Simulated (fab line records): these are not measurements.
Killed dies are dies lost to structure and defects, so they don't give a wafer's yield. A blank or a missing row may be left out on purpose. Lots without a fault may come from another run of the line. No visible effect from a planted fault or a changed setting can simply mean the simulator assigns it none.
Check for tools in common :: flow nand-harc :: 45 wafers sampled across 13 lots

## WHY THIS WAS OPENED
On 2 of the 13 lots, a flag is raised at NHARC_A_ONON_D1_THK_MEAS_08 on the reading thk-nm. No-fault wafers: 997 nm, standard deviation 11.
Rule: a lot is flagged when every wafer of it that has a number lies more than 4 standard deviations from that mean, or none has a number. The rest of the lots are taken to be sound.

lot: L243
measured: day 7 17:59
on: film-metro-01
thk-nm (nm), wafer by wafer: 1017 1016 1017
flag: 

lot: L244
measured: day 8 06:02
on: film-metro-01
thk-nm (nm), wafer by wafer: 1007 1009 1005
flag: 

lot: L245
measured: day 8 19:35
on: film-metro-02
thk-nm (nm), wafer by wafer: 986 988 986
flag: 

lot: L247
measured: day 9 14:46
on: film-metro-01
thk-nm (nm), wafer by wafer: 1002 1006 1001
flag: 

lot: L250
measured: day 10 12:56
on: film-metro-02
thk-nm (nm), wafer by wafer: 997 997 997
flag: 

lot: L252
measured: day 11 21:20
on: film-metro-02
thk-nm (nm), wafer by wafer: 1009 1010 1011
flag: 

lot: L253
measured: day 11 21:20
on: film-metro-01
thk-nm (nm), wafer by wafer: 995 995 995
flag: 

lot: L254
measured: day 12 03:40
on: film-metro-02
thk-nm (nm), wafer by wafer: 994 994 993
flag: 

lot: L255
measured: day 12 15:10
on: film-metro-01
thk-nm (nm), wafer by wafer: 995 996 995
flag: 

lot: L259
measured: day 14 08:04
on: film-metro-02
thk-nm (nm), wafer by wafer: 1534 1533 1535 1534 1535 1534
flag: FLAGGED

lot: L260
measured: day 14 17:04
on: film-metro-01
thk-nm (nm), wafer by wafer: 1000 1000 999
flag: 

lot: L261
measured: day 15 01:49
on: film-metro-01
thk-nm (nm), wafer by wafer: 1527 1527 1527 1526 1529 1527
flag: FLAGGED

lot: L266
measured: day 17 07:25
on: film-metro-01
thk-nm (nm), wafer by wafer: 991 990 991
flag: 
The numbers of the flagged lots are 1531 nm on average: +534 nm against the usual, or +49 standard deviations.

## TOOL THAT RAN EACH LOT
Before the reading, the record contains 2 process steps out of a 1302-step route. In each cell: the tool, then ch and the chambers that the sampled wafers went through, then the start.
lot: L243
flag: 
NHARC_P_BONDPAD_ACTIVATE_29: rie-diel-11 ch 2,3, day 6 17:16
NHARC_A_ONON_D1_DEP_06: pecvd-onon-01 ch 0, day 7 17:38

lot: L244
flag: 
NHARC_P_BONDPAD_ACTIVATE_29: rie-diel-04 ch 0,3, day 7 00:49
NHARC_A_ONON_D1_DEP_06: pecvd-onon-01 ch 0, day 8 05:38

lot: L245
flag: 
NHARC_P_BONDPAD_ACTIVATE_29: rie-diel-11 ch 0,1,3, day 7 17:38
NHARC_A_ONON_D1_DEP_06: pecvd-onon-04 ch 0, day 8 19:05

lot: L247
flag: 
NHARC_P_BONDPAD_ACTIVATE_29: rie-diel-11 ch 0,2,3, day 8 14:30
NHARC_A_ONON_D1_DEP_06: pecvd-onon-01 ch 0, day 9 14:22

lot: L250
flag: 
NHARC_P_BONDPAD_ACTIVATE_29: rie-diel-12 ch 0,2,3, day 9 11:49
NHARC_A_ONON_D1_DEP_06: pecvd-onon-04 ch 0, day 10 12:26

lot: L252
flag: 
NHARC_P_BONDPAD_ACTIVATE_29: rie-diel-11 ch 0,1, day 10 16:27
NHARC_A_ONON_D1_DEP_06: pecvd-onon-01 ch 0, day 11 20:56

lot: L253
flag: 
NHARC_P_BONDPAD_ACTIVATE_29: rie-diel-11 ch 1,2, day 10 20:37
NHARC_A_ONON_D1_DEP_06: pecvd-onon-03 ch 0, day 11 20:52

lot: L254
flag: 
NHARC_P_BONDPAD_ACTIVATE_29: rie-diel-12 ch 0,1,2, day 11 03:32
NHARC_A_ONON_D1_DEP_06: pecvd-onon-04 ch 0, day 12 03:13

lot: L255
flag: 
NHARC_P_BONDPAD_ACTIVATE_29: rie-diel-11 ch 1,2,3, day 11 14:47
NHARC_A_ONON_D1_DEP_06: pecvd-onon-03 ch 0, day 12 14:39

lot: L259
flag: FLAGGED
NHARC_P_BONDPAD_ACTIVATE_29: rie-diel-11 ch 0,1,3, day 13 07:20
NHARC_A_ONON_D1_DEP_06: pecvd-onon-03 ch 0, day 14 07:40

lot: L260
flag: 
NHARC_P_BONDPAD_ACTIVATE_29: rie-diel-11 ch 1,2,3, day 13 16:25
NHARC_A_ONON_D1_DEP_06: pecvd-onon-04 ch 0, day 14 16:33

lot: L261
flag: FLAGGED
NHARC_P_BONDPAD_ACTIVATE_29: rie-diel-04 ch 0,2,3, day 14 01:19
NHARC_A_ONON_D1_DEP_06: pecvd-onon-03 ch 0, day 15 01:18

lot: L266
flag: 
NHARC_P_BONDPAD_ACTIVATE_29: rie-diel-12 ch 0,1,2, day 16 03:30
NHARC_A_ONON_D1_DEP_06: pecvd-onon-01 ch 0, day 17 06:58
What these steps do:
- NHARC_P_BONDPAD_ACTIVATE_29: chemistry N2, time 60 s.
- NHARC_A_ONON_D1_DEP_06: target thk 1000 nm.
- NHARC_A_ONON_D1_THK_MEAS_08: measures by ellipsometry.

## FLAGGED AGAINST TOTAL, ONE TOOL AT A TIME (gauges that did the reading follow at the end)
step: NHARC_P_BONDPAD_ACTIVATE_29
tool: rie-diel-04
lots run: 2
flagged: 1
share of the flagged lots: some
sound lots run after its first flagged lot: 0

step: NHARC_P_BONDPAD_ACTIVATE_29
tool: rie-diel-11
lots run: 8
flagged: 1
share of the flagged lots: some
sound lots run after its first flagged lot: 1 (L260)

step: NHARC_P_BONDPAD_ACTIVATE_29
tool: rie-diel-12
lots run: 3
flagged: 0
share of the flagged lots: none
sound lots run after its first flagged lot: -

step: NHARC_A_ONON_D1_DEP_06
tool: pecvd-onon-01
lots run: 5
flagged: 0
share of the flagged lots: none
sound lots run after its first flagged lot: -

step: NHARC_A_ONON_D1_DEP_06
tool: pecvd-onon-03
lots run: 4
flagged: 2
share of the flagged lots: all
sound lots run after its first flagged lot: 0

step: NHARC_A_ONON_D1_DEP_06
tool: pecvd-onon-04
lots run: 4
flagged: 0
share of the flagged lots: none
sound lots run after its first flagged lot: -

step: NHARC_A_ONON_D1_THK_MEAS_08
tool: film-metro-01
lots run: 8
flagged: 1
share of the flagged lots: some
sound lots run after its first flagged lot: 1 (L266)

step: NHARC_A_ONON_D1_THK_MEAS_08
tool: film-metro-02
lots run: 5
flagged: 1
share of the flagged lots: some
sound lots run after its first flagged lot: 0

## WHAT THE TABLE PERMITS
Rows of the table that ran each flagged lot: 1, that is pecvd-onon-03 at NHARC_A_ONON_D1_DEP_06.
- pecvd-onon-03 at NHARC_A_ONON_D1_DEP_06: 2 of its 4 lots flagged. A fault beginning between L255 (day 12 14:39), its last sound lot, and L259 (day 14 07:40), its first flagged one, fits the data.
pecvd-onon-03 at NHARC_A_ONON_D1_DEP_06 is the single tool remaining.

## WHAT HAD BEEN PUT IN BY THE SIMULATOR
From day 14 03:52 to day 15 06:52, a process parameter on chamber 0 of pecvd-onon-03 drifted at NHARC_A_ONON_D1_DEP_06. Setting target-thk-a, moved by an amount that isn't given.
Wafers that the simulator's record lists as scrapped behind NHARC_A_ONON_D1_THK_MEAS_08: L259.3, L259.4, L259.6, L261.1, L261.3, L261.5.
Lots struck among those shown: L259, L261. The same result came from the rule above.
